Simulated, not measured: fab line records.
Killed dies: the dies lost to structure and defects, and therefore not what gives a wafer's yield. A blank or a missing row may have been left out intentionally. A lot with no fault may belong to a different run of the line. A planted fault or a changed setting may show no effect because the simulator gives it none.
Struck lot and sound lot, side by side	flow n5-finfet	36 steps out of a route of 1938
Sound: these wafers, L715.1, L715.2, L715.4. Struck: wafers L708.2, L708.3, L708.4. The cause comes at the end.
Per side, at each step with rows, come the tool, then ch with its chambers, and then its first start. Under that, the readings that differ: sound wafers	struck wafers	difference of the means	sigmas: that difference in standard deviations of wafers without a fault.
alike: same words and numbers on both sides, and readings whose means sit less than 2 such deviations apart. not compared: any withheld reading, any reading some wafer has no value for, any bound like >300 that may hide the same value, and any number with overlapping values for which the record gives no deviation.
Wherever a step has rows on one side only, a row that says differs or no value, or a row with sigmas, the two part there. When numbers do not overlap yet have no deviation, they are printed without sigmas and do not part them. A reading missing from all wafers of one side parts the sides only when that side holds two or more wafers.

first, 9 steps without rows for these wafers: N5_BEOL_M4_ANNEAL_95 (time 240 s); N5_BEOL_M4_SPUTTER_96 (material Cu, target thk 4.5 nm, time 8.29 s); N5_BEOL_M4_ECD_50 (material Cu, target thk 300 nm); N5_BEOL_M4_ANNEAL_51 (time 90 s); N5_BEOL_M4_CMP_52 (polishes, stops on SiOC, t overpolish 6.8 s, target thk 40 nm); N5_BEOL_M4_PRE_CLEAN_60 (time 15 s); N5_BEOL_M4_CO_CAP_55 (material Co, precursor CCTBA/H2, target thk 2 nm, time 102.1 s); N5_BEOL_M4_PRE_CLEAN_56 (time 15 s); N5_BEOL_M4_DEP_57 (deposits SiCN from 3MS/NH3, target thk 8 nm, time 14 s).
N5_BEOL_M4_RC_MEAS_101:
  sound on prober-02 ch 0, day 13 22:56; struck on prober-02 ch 0, day 11 18:33
  alike: DIBL_N, DIBL_P, IOFF_N, IOFF_P, ION_N, ION_P, SS_N, SS_P, VT_N, VT_P
then, 24 steps without rows for these wafers: N5_BEOL_M5_ILD_DEP_00 (deposits SiCOH lowk from DEMS/porogen, target thk 140.64 nm, time 25.9 s); N5_BEOL_M5_CURE_79 (cures SiCOH lowk, time 240 s); N5_BEOL_M5_PECVD_70 (deposits SiO2 from TEOS/O2, target thk 16 nm, time 18 s); N5_BEOL_M5_HM_DEP_02 (deposits TiN, target thk 20 nm); N5_BEOL_M5_COAT_59 (time 60 s, resist thk 60 nm); N5_BEOL_M5_COAT_60 (time 60 s, resist thk 12 nm); N5_BEOL_M5_COAT_71 (time 60 s, resist thk 5 nm); N5_BEOL_M5_COAT_05 (resist thk 30 nm); N5_BEOL_M5_EBR_07; N5_BEOL_M5_SOFTBAKE_06 (time 60 s); N5_BEOL_M5_EXPOSE_08 (exposes mask M5, target cd 28 nm); N5_BEOL_M5_PEB_09 (peb time 60 s); N5_BEOL_M5_DEVELOP_10 (develop time 30 s); N5_BEOL_M5_DESCUM_16 (chemistry O2, time 7 s); N5_BEOL_M5_ETCH_72 (etches underlayer in N2/H2, target depth 6.5 nm, time 5.2 s); N5_BEOL_M5_ETCH_61 (etches SiARC in CF4, target depth 15.6 nm, time 26 s); N5_BEOL_M5_ETCH_62 (etches SOC in N2/H2, target depth 75 nm, overetch 15 nm, time 112.5 s); N5_BEOL_M5_STRIP_63 (strips in N2/H2); N5_BEOL_M5_STRIP_73 (strips in N2/H2); N5_BEOL_M5_STRIP_64 (strips in CF4); N5_BEOL_M5_HM_OPEN_17 (chemistry Cl2/BCl3, target TiN, target depth 20 nm, overetch 6 nm); N5_BEOL_M5_STRIP_19 (strips in O2); N5_BEOL_M5_COAT_65 (time 60 s, resist thk 60 nm); N5_BEOL_M5_COAT_66 (time 60 s, resist thk 12 nm).
N5_BEOL_M7_PECVD_70: deposits SiO2 from TEOS/O2, target thk 20 nm, time 22.7 s.
  sound on pecvd-04 ch 0,1,2, day 15 00:01; struck on pecvd-04 ch 1,2, day 12 16:26
  no value came back on the struck wafers for any of 5 readings (chamber-pressure-Torr (Torr), heater-power-outer-w (W) and others); on the sound wafers chamber-pressure-Torr (Torr) reads 5.508 5.508 5.482
-- a jump in the record: the struck wafers' starts before and after are 3 days apart (it breaks off in module BEOL_M7 and resumes in module PASSIVATION, where the first step shown is number 1936 of the route) --
N5_PASSIVATION_PROBE_49:
  struck on prober-02, day 16 00:17; sound on prober-02, day 18 09:32
reading	sound	struck	difference	sigmas
defect-limited-yield (%)	92.4 91.1 92.7	63.6 64.4 67.2	-27.0	-18
killed_at_M4_up	10 15 18	336 329 306	+309	+59
killed-dies	90 105 86	430 420 387	+319	+19
killed-on-rim	19 13 7	38 43 42	+28	+7
sort_bin_5_function (%)	4.3 5.3 4.0	33.0 32.1 29.5	+27.0	+30
sort-n-pass	1090 1075 1094	750 760 793	-319	-19
sort-yield-pct (%)	92.4 91.1 92.7	63.6 64.4 67.2	-27.0	-18
  alike: killed_at_M0_to_M3, killed-at-contacts, killed-at-front-end, killed-at-other, killed-open, killed-short, sort_bin_6_memory

WHERE THEY PART
Last at N5_PASSIVATION_PROBE_49 as far as this record goes, first at N5_BEOL_M7_PECVD_70.

WHY: what the simulator had put in
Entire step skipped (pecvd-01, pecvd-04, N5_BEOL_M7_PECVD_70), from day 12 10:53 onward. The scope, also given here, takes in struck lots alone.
